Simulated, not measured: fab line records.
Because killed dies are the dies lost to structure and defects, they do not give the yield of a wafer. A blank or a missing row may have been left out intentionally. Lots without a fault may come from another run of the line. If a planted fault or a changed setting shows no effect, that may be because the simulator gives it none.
Comparing a struck lot with a sound one + flow nand_harc + 15 out of 1302 route steps
Sound: these wafers, L240.1, L240.3, L240.4. Struck: wafer L237.4 (left out: L237.1, a lot-mate that was not struck); the cause follows at the end.
Order at every step that has rows: each side's tool, ch and its chambers, its first start. Under that, the readings that differ: sound wafers + struck wafers + difference of the means + sigmas: that difference in standard deviations of wafers without a fault.
alike: readings whose means differ by less than 2 such deviations, and words and numbers that are the same on both sides. not compared: withheld readings, readings that some wafer has no value for, bounds like >300 that may hide the same value, and numbers for which the record gives no deviation and whose values overlap.
A row with sigmas, a row that says differs or no value, or rows on one side alone: a step with any of these is where the two part. Numbers that don't overlap but have no deviation are shown without sigmas and don't part them. Lack of a reading on every wafer of one side parts them only where that side has two or more wafers.

first, 1 step without rows for these wafers: NHARC_A_DECK1_JOINT_SRD_15.
NHARC_A_DECK1_JOINT_DEP_16: deposits SiO2, target thk 45 nm.
  sound on pecvd-03 ch 1,2, day 18 09:33; struck on pecvd-04 ch 1, day 16 02:34
  alike: heater_power_outer_w, heater_power_w, throttle_valve_pct
NHARC_A_DECK1_JOINT_THK_MEAS_17: measures by ellipsometry.
  sound on film_metro-01 at day 18 09:50; struck on film_metro-02 at day 16 02:53
| reading     | sound          | struck | difference | sigmas |
|-------------|----------------|--------|------------|--------|
| thk_nm (nm) | 45.1 45.0 43.9 | 47.4   | +2.7       | +2     |
NHARC_A_DECK1_JOINT_INSPECT_05:
  sound on defect_inspect-01 at day 18 09:52; struck on defect_inspect-01 at day 16 02:56
  alike: raw_defect_count
next comes 1 step that has no rows for these wafers: NHARC_A_ONON_D2_DEP_00 (target thickness 1000 nm).
NHARC_A_ONON_D2_THK_MEAS_02: measures by ellipsometry.
  sound on film_metro-01 at day 18 10:26; struck on film_metro-01 at day 16 03:30
  alike: thk_nm
next comes 1 step that has no rows for these wafers: NHARC_A_ONON_D2_DEP_03 (target thickness 1000 nm).
NHARC_A_ONON_D2_THK_MEAS_05: measures by ellipsometry.
  sound on film_metro-01 at day 18 11:01; struck on film_metro-02 at day 16 04:05
  alike: thk_nm
next comes 1 step that has no rows for these wafers: NHARC_A_ONON_D2_DEP_06 (target thickness 1000 nm).
NHARC_A_ONON_D2_THK_MEAS_08: measures by ellipsometry.
  sound on film_metro-02 at day 18 11:34; struck on film_metro-02 at day 16 04:40
  alike: thk_nm
next comes 1 step that has no rows for these wafers: NHARC_A_ONON_D2_DEP_09 (target thickness 1000 nm).
NHARC_A_ONON_D2_THK_MEAS_11: measures by ellipsometry.
  sound on film_metro-02 at day 18 12:09; struck on film_metro-02 at day 16 05:13
  alike: thk_nm
NHARC_A_ONON_D2_DEP_12: target thk 1000 nm.
  sound on pecvd_onon-02 ch 0, day 18 12:12; struck on pecvd_onon-02 ch 0, day 16 05:17
  alike: nh3_flow_sccm
NHARC_A_ONON_D2_THK_MEAS_14: measures by ellipsometry.
  sound on film_metro-02 at day 18 12:43; struck on film_metro-02 at day 16 05:47
| reading     | sound       | struck | difference | sigmas |
|-------------|-------------|--------|------------|--------|
| thk_nm (nm) | 993 995 995 | 738    | -256       | -26    |
then, 1 step without rows for these wafers: NHARC_A_ONON_D2_ANNEAL_15 (time 3600 s).

== WHERE THEY PART ==
Earliest at NHARC_A_DECK1_JOINT_THK_MEAS_17; latest, in this record, at NHARC_A_ONON_D2_THK_MEAS_14.

WHY: whatever the simulator had introduced
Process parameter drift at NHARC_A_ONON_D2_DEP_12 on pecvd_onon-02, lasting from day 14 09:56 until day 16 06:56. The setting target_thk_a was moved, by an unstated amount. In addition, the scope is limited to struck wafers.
